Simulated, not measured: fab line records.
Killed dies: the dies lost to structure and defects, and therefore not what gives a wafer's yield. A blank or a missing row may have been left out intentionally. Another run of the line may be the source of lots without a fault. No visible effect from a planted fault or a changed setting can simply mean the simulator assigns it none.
fab line records ; flow n5-finfet ; part 2 of 2: steps 8 to 8 of 8
record: lots: 7; wafers: 21; last-day: 18
route steps=1938 shown BEOL_M4@1111 BEOL_M11@1575 BEOL_M15@1830 PASSIVATION@1936
lots that met no fault: taken from a fault-free run of the same line
start-h: start of the lot's first displayed wafer, in hours after the record's first day ; wait-h: time in hours since the lot's previous step ; " the same as in the row above ; L1.1+2: one row covering several wafers at once ; - value missing, or start not given ; * or withheld: withheld ; < > ~ a bound
route shown NAME@n: NAME is a module with steps in the file, n the number in the route of the first one ; usual: average and standard deviation across the fault-free wafers ; same: alike in all rows ; chamber/n: place in a boat ; sites: readings site by site ; _std_site: the values' standard deviation ; _edge_site: inner sites' mean taken away from outer sites' mean ; radius-mm: for every site, how far away it sits from the centre of the wafer ; mask NAME#n: copy n ; behind: the most recent tool/chamber to have shaped the wafer ; hold: what put the lot on hold/how long, in hours/how the hold closed ; device: the n, p or np transistor that did not switch ; end of line: the route-end tests of the same wafers ; step lacking rows: just its recipe ; killed: dies lost to structure and defects at the first sort, not the wafer's yield ; map: a wafer's dies, marking killed ones x, the rest . and places with no die _
set.NAME: the setting that was run; set.NAME@STEP: the one run at that earlier step ; model.NAME: the simulator's own value behind a step, which no gauge read
route steps across a sampled set of lots; one table per step, one row per wafer
services: the hour from which a tool's chamber was out of use, counted from the record's first day as start-h (under 0 if before that day), plus the number of hours and why
== steps ==
step: N5_PASSIVATION_PROBE_49
usual: defect-limited-yield: 91.6/1.4; killed_at_M0_to_M3: 33/9.7; killed_at_M4_up: 13/5.4; killed-at-contacts: 13/6.6; killed-at-front-end: 36/11; killed-at-other: 3.9/3; killed-dies: 99/16; killed-open: 66/12; killed-short: 32/7.9; sort_bin_5_function: 4.9/0.9; sort_bin_6_memory: 3.2/0.67; sort-n-pass: 1081/16; sort-yield-pct: 91.6/1.4
same: gross-dies: 1180; killed-at-back-side: 0; sort_bin_4_leakage[%]: 0; sort_bin_8_speed[%]: 0
lot.wafer;tool;chamber;start-h;wait-h;defect-limited-yield[%];killed_at_M0_to_M3;killed_at_M4_up;killed-at-contacts;killed-at-front-end;killed-at-other;killed-dies;killed-open;killed-short;sort_bin_5_function[%];sort_bin_6_memory[%];sort-n-pass;sort-yield-pct[%]
L954.2;prober-02;-;292.69;0.1;92.1;24;24;17;23;5;93;59;34;4.1;3.5;1087;92.1
L954.3;prober-02;-;292.74;0.1;91.1;39;28;6;29;3;105;63;40;5.6;2.8;1075;91.1
L954.6;prober-02;-;292.89;0.3;93.3;27;21;5;24;2;79;50;28;3.3;3.1;1101;93.3
L962.2;prober-02;-;338.61;0.1;89.0;52;18;8;48;4;130;94;36;6.2;4.2;1050;89.0
L962.3;prober-02;-;338.66;0.1;92.9;35;8;7;31;3;84;53;30;4.7;1.9;1096;92.9
L962.6;prober-02;-;338.81;0.3;93.0;31;15;8;25;4;83;57;25;4.1;2.8;1097;93.0
L967.3;prober-02;-;364.96;0.1;92.2;26;8;9;44;5;92;64;28;5.2;2.5;1088;92.2
L967.5;prober-02;-;365.06;0.2;91.2;21;18;5;56;4;104;74;28;5.3;3.3;1076;91.2
L967.6;prober-02;-;365.11;0.3;90.3;41;16;10;43;5;115;78;37;5.3;4.3;1065;90.3
L969.1;prober-01;-;369.28;0.0;89.5;46;14;16;46;2;124;77;47;5.7;4.5;1056;89.5
L969.4;prober-01;-;369.43;0.2;88.6;49;29;14;43;0;135;86;49;6.3;4.7;1045;88.6
L969.6;prober-01;-;369.53;0.3;87.5;53;17;24;53;1;148;88;59;7.7;4.2;1032;87.5
L974.1;prober-02;-;404.64;0.0;89.9;17;10;24;63;5;119;83;35;5.0;4.7;1061;89.9
L974.2;prober-02;-;404.69;0.1;68.9;42;284;11;29;1;367;62;31;5.0;3.0;813;68.9
L974.4;prober-02;-;404.79;0.2;46.1;28;554;12;35;7;636;63;30;4.2;3.5;544;46.1
L973.1;prober-01;-;406.61;0.0;92.9;27;8;15;33;1;84;65;19;3.9;3.1;1096;92.9
L973.3;prober-01;-;406.71;0.1;50.3;37;502;11;28;9;587;53;40;4.7;2.8;593;50.3
L973.5;prober-01;-;406.81;0.2;49.1;27;525;11;35;3;601;54;30;4.3;2.5;579;49.1
L977.4;prober-01;-;421.40;0.2;53.7;34;462;13;30;7;546;67;34;5.3;2.9;634;53.7
L977.5;prober-01;-;421.45;0.2;53.8;31;456;22;30;6;545;67;33;4.7;3.5;635;53.8
L977.6;prober-01;-;421.50;0.3;55.6;35;431;22;34;2;524;70;36;5.2;3.9;656;55.6
killed by level:class
L954.2 MOL_CONTACT_COAG:geometric-particle:open=13 BEOL_M4:geometric-particle:open=12 BEOL_M0_SAQP:geometric-particle:short=9 BEOL_M0_SAQP:geometric-particle:open=8 DUMMY_GATE:geometric-particle:open=5 MOL_CONTACT_COAG:geometric-particle:short=4 BEOL_M4:geometric-particle:short=3 PASS1_CAP:geometric-particle:short=3
L954.3 BEOL_M4:geometric-particle:open=15 BEOL_M0_SAQP:geometric-particle:short=15 BEOL_M0_SAQP:geometric-particle:open=9 STI_FIN_REVEAL:geometric-particle:open=7 BEOL_M2:geometric-particle:open=5 BEOL_M3:geometric-particle:open=5 BEOL_M4:geometric-particle:short=5 FIN_SAQP:geometric-particle:open=4
L954.6 BEOL_M0_SAQP:geometric-particle:short=7 DUMMY_GATE:geometric-particle:open=6 BEOL_M4:geometric-particle:open=6 STI_FIN_REVEAL:geometric-particle:open=4 BEOL_M2:geometric-particle:open=4 BEOL_M7:geometric-particle:open=4 BEOL_M0_SAQP:geometric-particle:open=4 BEOL_M0:geometric-particle:open=4
L962.2 STI_FIN_REVEAL:geometric-particle:open=12 BEOL_M0_SAQP:geometric-particle:open=11 BEOL_M3:geometric-particle:open=9 BEOL_M2:geometric-particle:open=9 DUMMY_GATE:geometric-particle:open=8 MOL_CONTACT_COAG:geometric-particle:open=8 FIN_SAQP:geometric-particle:open=7 BEOL_M4:geometric-particle:open=7
L962.3 STI_FIN_REVEAL:geometric-particle:open=10 BEOL_M3:geometric-particle:open=9 BEOL_M0_SAQP:geometric-particle:open=8 MOL_CONTACT_COAG:geometric-particle:open=7 BEOL_M0_SAQP:geometric-particle:short=5 STARTING-WAFER:geometric-particle:short=5 BEOL_M1:geometric-particle:open=4 FIN_SAQP:geometric-particle:short=3
L962.6 STI_FIN_REVEAL:geometric-particle:open=11 MOL_CONTACT_COAG:geometric-particle:open=6 BEOL_M8:geometric-particle:open=6 BEOL_M0_SAQP:geometric-particle:short=5 BEOL_M1:geometric-particle:open=5 BEOL_M2:geometric-particle:open=5 BEOL_M3:geometric-particle:open=5 DUMMY_GATE:geometric-particle:open=3
L967.3 FIN_SAQP:geometric-particle:open=17 BEOL_M2:geometric-particle:open=9 MOL_CONTACT_COAG:geometric-particle:open=7 FIN_SAQP:geometric-particle:short=6 BEOL_M0_SAQP:geometric-particle:open=6 STI_FIN_REVEAL:geometric-particle:open=4 BEOL_M4:geometric-particle:open=4 STARTING-WAFER:geometric-particle:open=4
L967.5 FIN_SAQP:geometric-particle:open=35 FIN_SAQP:geometric-particle:short=7 BEOL_M4:geometric-particle:open=7 BEOL_M5:geometric-particle:open=7 BEOL_M0_SAQP:geometric-particle:short=6 BEOL_M2:geometric-particle:open=5 STI_FIN_REVEAL:geometric-particle:open=5 BEOL_M0_SAQP:geometric-particle:open=5
L967.6 BEOL_M0_SAQP:geometric-particle:short=12 STI_FIN_REVEAL:geometric-particle:open=11 FIN_SAQP:geometric-particle:open=10 BEOL_M0_SAQP:geometric-particle:open=10 MOL_CONTACT_COAG:geometric-particle:open=7 FIN_SAQP:geometric-particle:short=6 BEOL_M1:geometric-particle:short=6 BEOL_M4:geometric-particle:open=6
L969.1 FIN_SAQP:geometric-particle:short=19 MOL_CONTACT_COAG:geometric-particle:open=14 BEOL_M2:geometric-particle:open=12 BEOL_M0_SAQP:geometric-particle:open=11 BEOL_M0_SAQP:geometric-particle:short=8 FIN_SAQP:geometric-particle:open=7 BEOL_M3:geometric-particle:open=7 BEOL_M4:geometric-particle:open=6
L969.4 FIN_SAQP:geometric-particle:short=17 BEOL_M2:geometric-particle:open=14 BEOL_M4:geometric-particle:open=14 MOL_CONTACT_COAG:geometric-particle:open=12 BEOL_M0_SAQP:geometric-particle:short=11 BEOL_M3:geometric-particle:open=9 BEOL_M5:geometric-particle:open=7 STI_FIN_REVEAL:geometric-particle:open=5
L969.6 FIN_SAQP:geometric-particle:short=20 MOL_CONTACT_COAG:geometric-particle:open=19 BEOL_M0_SAQP:geometric-particle:short=14 BEOL_M2:geometric-particle:open=13 BEOL_M0_SAQP:geometric-particle:open=12 STI_FIN_REVEAL:geometric-particle:open=11 FIN_SAQP:geometric-particle:open=9 BEOL_M4:geometric-particle:open=9
L974.1 FIN_SAQP:geometric-particle:open=22 MOL_CONTACT_COAG:geometric-particle:open=18 FIN_SAQP:geometric-particle:short=12 STI_FIN_REVEAL:geometric-particle:open=9 DUMMY_GATE:geometric-particle:open=9 BEOL_M4:geometric-particle:open=7 MOL_CONTACT_COAG:geometric-particle:short=6 BEOL_M0_SAQP:geometric-particle:short=5
L974.2 BEOL_M11:area-cmp=270 BEOL_M0_SAQP:geometric-particle:open=13 BEOL_M2:geometric-particle:open=10 STI_FIN_REVEAL:geometric-particle:open=7 MOL_CONTACT_COAG:geometric-particle:open=7 BEOL_M0_SAQP:geometric-particle:short=6 BEOL_M3:geometric-particle:open=5 BEOL_M4:geometric-particle:short=5
L974.4 BEOL_M11:area-cmp=542 MOL_CONTACT_COAG:geometric-particle:open=10 BEOL_M0_SAQP:geometric-particle:open=9 FIN_SAQP:geometric-particle:short=8 FIN_SAQP:geometric-particle:open=8 BEOL_M0_SAQP:geometric-particle:short=7 BEOL_M2:geometric-particle:open=6 BEOL_M4:geometric-particle:open=6
L973.1 MOL_CONTACT_COAG:geometric-particle:open=12 STI_FIN_REVEAL:geometric-particle:open=10 BEOL_M3:geometric-particle:open=8 FIN_SAQP:geometric-particle:open=7 BEOL_M0_SAQP:geometric-particle:open=7 BEOL_M0_SAQP:geometric-particle:short=5 FIN_SAQP:geometric-particle:short=3 DUMMY_GATE:geometric-particle:open=3
L973.3 BEOL_M11:area-cmp=494 BEOL_M0_SAQP:geometric-particle:open=11 BEOL_M0_SAQP:geometric-particle:short=9 MOL_CONTACT_COAG:geometric-particle:open=9 BEOL_M0:geometric-particle:open=5 STI_FIN_REVEAL:geometric-particle:open=4 STI_FIN_REVEAL:geometric-particle:short=4 BEOL_M3:geometric-particle:short=4
L973.5 BEOL_M11:area-cmp=517 BEOL_M0_SAQP:geometric-particle:open=9 MOL_CONTACT_COAG:geometric-particle:open=8 FIN_SAQP:geometric-particle:open=7 BEOL_M0_SAQP:geometric-particle:short=7 GATE_CUT:geometric-particle:short=6 STI_FIN_REVEAL:geometric-particle:open=5 BEOL_M2:geometric-particle:open=5
L977.4 BEOL_M11:area-cmp=444 MOL_CONTACT_COAG:geometric-particle:open=13 BEOL_M0_SAQP:geometric-particle:short=12 BEOL_M0_SAQP:geometric-particle:open=9 STI_FIN_REVEAL:geometric-particle:open=8 FIN_SAQP:geometric-particle:open=6 BEOL_M7:geometric-particle:open=6 BEOL_M3:geometric-particle:open=5
L977.5 BEOL_M11:area-cmp=445 MOL_CONTACT_COAG:geometric-particle:open=16 BEOL_M0_SAQP:geometric-particle:short=12 STI_FIN_REVEAL:geometric-particle:open=8 BEOL_M1:geometric-particle:open=8 MOL_CONTACT_COAG:geometric-particle:short=6 GATE_CUT:geometric-particle:short=5 DUMMY_GATE:geometric-particle:open=4
L977.6 BEOL_M11:area-cmp=417 MOL_CONTACT_COAG:geometric-particle:open=19 BEOL_M0_SAQP:geometric-particle:short=13 DUMMY_GATE:geometric-particle:open=8 STI_FIN_REVEAL:geometric-particle:open=7 BEOL_M1:geometric-particle:open=7 BEOL_M0_SAQP:geometric-particle:open=6 GATE_CUT:geometric-particle:short=4
== services ==
tool;chamber;start-h;hours;kind
cmp-02;-;221.07;-;consumable-replace:conditioner
cmp-02;-;221.07;-;consumable-replace:pad
rie-diel-03;0;226.00;-;clean
rie-diel-03;0;226.00;-;consumable-replace:focus-ring
cmp-02;-;236.73;3.6;pm
pecvd-01;1;237.48;10.0;repair
rtp-anneal-02;-;259.79;3.4;pm
pecvd-01;0;272.62;5.5;scheduled-down
rie-diel-03;3;274.63;5.6;repair
cmp-02;-;282.84;3.9;repair
pecvd-01;-;283.86;6.0;pm
cmp-04;-;285.55;4.9;pm
pecvd-03;-;297.75;2.6;repair
cmp-02;-;301.49;0.3;repair
pecvd-03;0;302.05;8.0;repair
cmp-04;-;305.26;1.2;repair
cmp-03;-;313.49;3.7;repair
cmp-04;-;326.79;4.0;pm
cmp-04;-;331.17;0.8;repair
cmp-04;-;333.93;10.0;repair
cmp-03;-;351.46;1.7;repair
cmp-02;-;353.40;3.8;repair
cmp-04;-;367.98;9.6;repair
cmp-03;-;374.51;2.8;repair
== key ==
first-sign: step: N5_BEOL_M11_ANNEAL_51; reading: tool-record; direction: missing
effect: step: N5_BEOL_M11_CMP_52; reading: time-to-endpoint-s; direction: up; sigmas: 9.5; usual: *; struck: *
effect: step: N5_BEOL_M15_RC_MEAS_101; reading: COMB_M11; direction: up; sigmas: 99+; usual: 1.42e-11; struck: ~0.00031746; wafers-moved: 3
effect: step: N5_PASSIVATION_PROBE_49; reading: killed_at_M4_up; direction: up; sigmas: 64; usual: 13; struck: 359; wafers-moved: 7
more-kills-born-at: N5_BEOL_M11_CMP_52@cmp-02: 1306; N5_BEOL_M11_CMP_52@cmp-04: 1011; N5_BEOL_M11_CMP_52@cmp-03: 812
met-at N5_BEOL_M11_ANNEAL_51
struck-lots L973,L974,L977
not-acting-at N5_BEOL_M11_VIA_ETCH_34,N5_BEOL_M11_CD_MEAS_35,N5_BEOL_M11_DEP_56
onset-between 328.79 362.58
fault: kind: skipped-step-whole; tool: rtp-anneal-01,rtp-anneal-02; chamber: -; onset-h: 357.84; steps: N5_BEOL_M11_ANNEAL_51; scope: struck-lots-only
